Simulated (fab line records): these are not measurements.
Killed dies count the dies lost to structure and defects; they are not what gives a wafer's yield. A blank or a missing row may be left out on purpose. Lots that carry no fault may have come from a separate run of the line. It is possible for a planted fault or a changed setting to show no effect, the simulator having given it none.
Which of the tools did it? | flow n5_finfet | 12 lots (36 wafers sampled), 1 step of a 1938-step route

== WHAT EACH GAUGE READ, for each wafer ==
N5_BEOL_M2_CD_MEAS_11: the cd target is 16.79 nm.
lot  | measured     | on        | cd_nm (nm)
L075 | day 6 22:46  | cd_sem-01 | 17.03 16.80 16.89
L077 | day 7 08:55  | cd_sem-02 | 17.13 17.01 17.38
L079 | day 7 19:40  | cd_sem-02 | 16.63 17.06 17.01
L082 | day 8 14:56  | cd_sem-01 | 16.92 16.62 16.57
L083 | day 9 03:54  | cd_sem-01 | 16.28 16.58 16.77
L084 | day 9 07:04  | cd_sem-03 | 16.60 16.50 16.55
L088 | day 9 20:34  | cd_sem-01 | 16.90 16.97 16.77
L089 | day 10 07:25 | cd_sem-01 | 17.10 16.86 16.84
L091 | day 11 02:01 | cd_sem-01 | 17.02 16.87 16.90
L093 | day 11 06:42 | cd_sem-03 | 16.98 16.92 16.84
L095 | day 12 04:29 | cd_sem-02 | 16.91 16.87 16.78
L097 | day 12 09:22 | cd_sem-03 | 16.60 16.68 16.72

== WHAT TOOL EACH LOT RAN ON (gives the tool, then ch and the chambers of the sampled wafers, and finally the start) ==
The record holds no process step before these readings.

== THE ANSWER, worked out from the rows above alone ==
Rule: what is usual is taken from the lots themselves. Put in order of their means at a reading, lots are off if they are a third of the lots or fewer, leave a main group of 4 or more, and stand apart from it by a gap of 3 or more times the standard deviation of the main group's means; of several such gaps the widest counts. The tables above print the reading to a certain number of digits; a main group whose means all agree to those digits is not used. Also off: a lot with no number at a reading for which 4 or more lots have one. Where the step has rows for the other lots, those lots are counted as sound.
No lot is off at any reading shown: from this, nothing can be told.

== WHAT THE SIMULATOR HAD INSERTED ==
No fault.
